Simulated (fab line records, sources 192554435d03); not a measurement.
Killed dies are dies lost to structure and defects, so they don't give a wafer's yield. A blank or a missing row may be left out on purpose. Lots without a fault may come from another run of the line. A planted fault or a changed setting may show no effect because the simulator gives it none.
Split-lot experiment | flow n5_finfet | 7 lots, 21 wafers read, on a route of 1938 steps

THE SPLIT
At N5_BEOL_M3_COAT_05 (resist thk 30 nm), the setting spin_rpm was moved away from the recipe's 1500 rpm on 10 of the 21 wafers read, by -7.1% to +10.8%. The other wafers ran this setting at the recipe's value.

FROM THE SPLIT TO THE READING: what the file shows between them, 3 steps
- N5_BEOL_M3_EBR_07
- N5_BEOL_M3_SOFTBAKE_06: time 60 s
- N5_BEOL_M3_DESCUM_16: chemistry O2, time 7 s

THE READING
CAR-EUV_of_BEOL_M3_COAT_05.thk_nm (the simulator's own value, which no gauge read), in nm, at N5_BEOL_M3_ETCH_74 (etches underlayer in N2/H2, target depth 6.5 nm, time 5.2 s). The file gives no usual value for it. The 11 wafers here that ran the recipe average 20.4 nm, standard deviation 0.077 nm.

wafer  | tool, chamber at the split | spin_rpm as run, rpm | against the recipe | CAR-EUV_of_BEOL_M3_COAT_05.thk_nm, nm | against lot-mates on the recipe
L074.1 | litho_track-03, 0          | 1650                 | +10.0%             | 19                                    | -1.4
L074.2 | litho_track-03, 0          | 1500                 | recipe             | 20.4                                  | -
L074.4 | litho_track-03, 0          | 1650                 | +10.0%             | 19.2                                  | -1.2
L081.2 | litho_track-04, 0          | 1394                 | -7.1%              | 21.4                                  | +1.0
L081.3 | litho_track-04, 0          | 1500                 | recipe             | 20.4                                  | -
L081.5 | litho_track-04, 0          | 1500                 | recipe             | 20.4                                  | -
L088.2 | litho_track-01, 0          | 1500                 | recipe             | 20.4                                  | -
L088.3 | litho_track-01, 0          | 1565                 | +4.3%              | 19.8                                  | -0.6
L088.6 | litho_track-01, 0          | 1565                 | +4.3%              | 19.8                                  | -0.6
L089.2 | litho_track-04, 0          | 1446                 | -3.6%              | 21                                    | +0.4
L089.3 | litho_track-04, 0          | 1446                 | -3.6%              | 21                                    | +0.4
L089.4 | litho_track-04, 0          | 1500                 | recipe             | 20.6                                  | -
L091.2 | litho_track-03, 0          | 1500                 | recipe             | 20.4                                  | -
L091.4 | litho_track-03, 0          | 1500                 | recipe             | 20.4                                  | -
L091.5 | litho_track-03, 0          | 1645                 | +9.7%              | 19                                    | -1.4
L094.1 | litho_track-04, 0          | 1662                 | +10.8%             | 19.2                                  | -1.2
L094.4 | litho_track-04, 0          | 1500                 | recipe             | 20.4                                  | -
L094.6 | litho_track-04, 0          | 1662                 | +10.8%             | 19.2                                  | -1.2
L096.1 | litho_track-03, 0          | 1500                 | recipe             | 20.4                                  | -
L096.4 | litho_track-03, 0          | 1500                 | recipe             | 20.4                                  | -
L096.6 | litho_track-03, 0          | 1500                 | recipe             | 20.6                                  | -

THE FIT
A straight line over all 21 wafers: CAR-EUV_of_BEOL_M3_COAT_05.thk_nm changes by -0.132 nm for each +1% of spin_rpm; r = -0.99; the points scatter about the line by 0.1 nm.
The same after taking each lot's own level away (the mean of its wafers on the recipe; 21 wafers): -0.126 nm for each +1%; r = -0.99; scatter 0.091 nm.
On that fit, the largest move of spin_rpm shifts the reading by 1.4 nm.
The lots' own levels span 20.40 to 20.60 nm, that is 2.6 times the standard deviation above.
So the lot-to-lot level changes the slope little: the two slopes agree.
Check: with one of the wafers moved furthest among these (+10.8%) left out of the fit, the line predicts -1.4 nm for it against its lot-mates. It came out at -1.2 nm against them.

OTHER SPLITS ON THESE WAFERS
These wafers also went through other splits before the reading. Each is held against what the fit with the lots' levels taken away leaves over:
other split on the same wafers   | wafers away from the commonest value | r with CAR-EUV_of_BEOL_M3_COAT_05.thk_nm (lot level and that fit taken away)
N5_BEOL_M1_EXPOSE_08 dose_mj     | 6                                    | -0.01
N5_BEOL_M2_ETCH_69 bias_w        | 4                                    | -0.14
N5_BEOL_M2_TRENCH_ETCH_37 time_s | 4                                    | -0.06
N5_BEOL_M3_COAT_73 spin_rpm      | 4                                    | +0.58

THE WHOLE CHAIN: every reading that the file lists as answering this split, in the file's order
step               | what it does                                                | reading                                                                            | change (the file's fit)               | r (the file's)
N5_BEOL_M3_COAT_05 | resist thk 30 nm                                            | CAR-EUV_of_BEOL_M3_COAT_05.thk_nm (the simulator's own value, which no gauge read) | -0.14 nm for each +1% of the setting  | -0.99
N5_BEOL_M3_ETCH_74 | etches underlayer in N2/H2, target depth 6.5 nm, time 5.2 s | CAR-EUV_of_BEOL_M3_COAT_05.thk_nm (the simulator's own value, which no gauge read) | -0.129 nm for each +1% of the setting | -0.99

THE FILE'S OWN FIT
CAR-EUV_of_BEOL_M3_COAT_05.thk_nm changes by -0.129 nm for each +1% of spin_rpm, r = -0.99.
